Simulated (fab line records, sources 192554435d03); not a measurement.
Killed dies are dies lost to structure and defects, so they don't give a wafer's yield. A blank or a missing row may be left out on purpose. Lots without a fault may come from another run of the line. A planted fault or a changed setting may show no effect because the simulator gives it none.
Which tool did it? | flow n5_finfet | 24 lots, 72 wafers sampled, at 3 steps of a route of 1938

WHAT THE GAUGES READ, wafer by wafer
N5_BEOL_M5_INSPECT_58: inspects for defects (darkfield).
lot  | measured     | on                | raw_defect_count
L074 | day 8 12:24  | defect_inspect-01 | 71 66 62
L075 | day 9 05:54  | defect_inspect-01 | 71 73 72
L076 | day 9 13:58  | defect_inspect-02 | 72 39 53
L077 | day 9 22:02  | defect_inspect-01 | 55 67 58
L078 | day 10 03:29 | defect_inspect-01 | 71 131 92
L079 | day 10 10:15 | defect_inspect-02 | 55 54 50
L080 | day 10 20:27 | defect_inspect-01 | 51 74 66
L081 | day 10 23:52 | defect_inspect-02 | 31 77 45
L083 | day 11 02:29 | defect_inspect-01 | 50 66 100
L082 | day 11 07:45 | defect_inspect-02 | 96 89 135
L084 | day 11 09:23 | defect_inspect-02 | 74 62 64
L085 | day 11 21:12 | defect_inspect-02 | 125 208 115
L086 | day 11 23:56 | defect_inspect-01 | 86 64 34
L088 | day 12 16:11 | defect_inspect-01 | 79 81 49
L087 | day 13 00:08 | defect_inspect-01 | 72 79 112
L089 | day 13 01:49 | defect_inspect-01 | 74 95 88
L091 | day 13 06:21 | defect_inspect-01 | 71 59 62
L090 | day 13 06:18 | defect_inspect-02 | 39 89 46
L092 | day 14 07:16 | defect_inspect-01 | 60 67 77
L093 | day 14 09:38 | defect_inspect-01 | 39 55 60
L094 | day 14 10:19 | defect_inspect-01 | 150 158 124
L095 | day 14 13:53 | defect_inspect-01 | 68 56 83
L096 | day 14 15:38 | defect_inspect-02 | 103 104 96
L097 | day 15 13:35 | defect_inspect-01 | 59 47 73

WHICH TOOL RAN EACH LOT (tool, then ch and the chambers of the sampled wafers, then the start)
lot  | N5_BEOL_M5_SURFACE_TREAT_87  | N5_BEOL_M5_SPUTTER_48
L074 | pvd_sputter-02, day 8 06:45  | pvd_sputter-02, day 8 06:58
L075 | pvd_sputter-01, day 9 00:07  | pvd_sputter-01, day 9 00:20
L076 | pvd_sputter-01, day 9 08:15  | pvd_sputter-01, day 9 08:31
L077 | pvd_sputter-02, day 9 16:11  | pvd_sputter-02, day 9 16:25
L078 | pvd_sputter-01, day 9 21:19  | pvd_sputter-02, day 9 21:44
L079 | pvd_sputter-01, day 10 04:30 | pvd_sputter-03, day 10 04:49
L080 | pvd_sputter-02, day 10 14:27 | pvd_sputter-03, day 10 14:44
L081 | pvd_sputter-02, day 10 18:09 | pvd_sputter-02, day 10 18:26
L083 | pvd_sputter-01, day 10 20:05 | pvd_sputter-03, day 10 20:26
L082 | pvd_sputter-02, day 11 01:57 | pvd_sputter-01, day 11 02:16
L084 | pvd_sputter-02, day 11 03:15 | pvd_sputter-02, day 11 03:39
L085 | pvd_sputter-03, day 11 14:44 | pvd_sputter-01, day 11 15:46
L086 | pvd_sputter-02, day 11 18:02 | pvd_sputter-02, day 11 18:21
L088 | pvd_sputter-01, day 12 10:26 | pvd_sputter-01, day 12 10:42
L087 | pvd_sputter-02, day 12 18:28 | pvd_sputter-03, day 12 18:41
L089 | pvd_sputter-03, day 12 18:35 | pvd_sputter-01, day 12 20:24
L091 | pvd_sputter-02, day 12 23:31 | pvd_sputter-02, day 12 23:55
L090 | pvd_sputter-03, day 12 23:47 | pvd_sputter-03, day 12 23:59
L092 | pvd_sputter-03, day 14 01:31 | pvd_sputter-02, day 14 01:50
L093 | pvd_sputter-01, day 14 03:41 | pvd_sputter-01, day 14 04:07
L094 | pvd_sputter-03, day 14 04:11 | pvd_sputter-03, day 14 04:47
L095 | pvd_sputter-02, day 14 07:48 | pvd_sputter-02, day 14 08:28
L096 | pvd_sputter-03, day 14 09:44 | pvd_sputter-01, day 14 10:13
L097 | pvd_sputter-01, day 15 07:13 | pvd_sputter-03, day 15 07:39
- N5_BEOL_M5_SURFACE_TREAT_87
- N5_BEOL_M5_SPUTTER_48: material Cu, target thk 15 nm, time 27.62 s.

WHAT THE TOOLS THEMSELVES READ (means of the sampled wafers that have a number; where no wafer has one, the mark that the record gives instead)
N5_BEOL_M5_SPUTTER_48.
lot  | tool           | throttle_valve_pct (%)
L074 | pvd_sputter-02 | 30.3
L075 | pvd_sputter-01 | 29.7
L076 | pvd_sputter-01 | 29.1
L077 | pvd_sputter-02 | 30.9
L078 | pvd_sputter-02 | 30.8
L079 | pvd_sputter-03 | 29.0
L080 | pvd_sputter-03 | 30.1
L081 | pvd_sputter-02 | 30.9
L083 | pvd_sputter-03 | 29.9
L082 | pvd_sputter-01 | 29.4
L084 | pvd_sputter-02 | 31.0
L085 | pvd_sputter-01 | 28.5
L086 | pvd_sputter-02 | 31.0
L088 | pvd_sputter-01 | 28.9
L087 | pvd_sputter-03 | 29.3
L089 | pvd_sputter-01 | 28.7
L091 | pvd_sputter-02 | 30.9
L090 | pvd_sputter-03 | 31.1
L092 | pvd_sputter-02 | 30.9
L093 | pvd_sputter-01 | 29.9
L094 | pvd_sputter-03 | 29.1
L095 | pvd_sputter-02 | 30.9
L096 | pvd_sputter-01 | 28.4
L097 | pvd_sputter-03 | 30.0

THE ANSWER, worked out from the rows above alone
Rule: what is usual is taken from the lots themselves. Put in order of their means at a reading, lots are off if they are a third of the lots or fewer, leave a main group of 4 or more, and stand apart from it by a gap of 3 or more times the standard deviation of the main group's means; of several such gaps the widest counts. A main group whose means are all the same, to the digits that the tables above print for the reading, isn't used. A lot without any number at a reading at which 4 lots or more have one is off too. The other lots that the step has rows for count as sound. The gauges are gone through in route order, then the tools' own readings, and for those a lot's mean is taken as printed above. The first step at which some lot is off is used, and at that step the reading that is off furthest; a lot without a number counts as furthest.
No lot is off at any reading shown: from this, nothing can be told.

WHAT THE SIMULATOR HAD PUT IN
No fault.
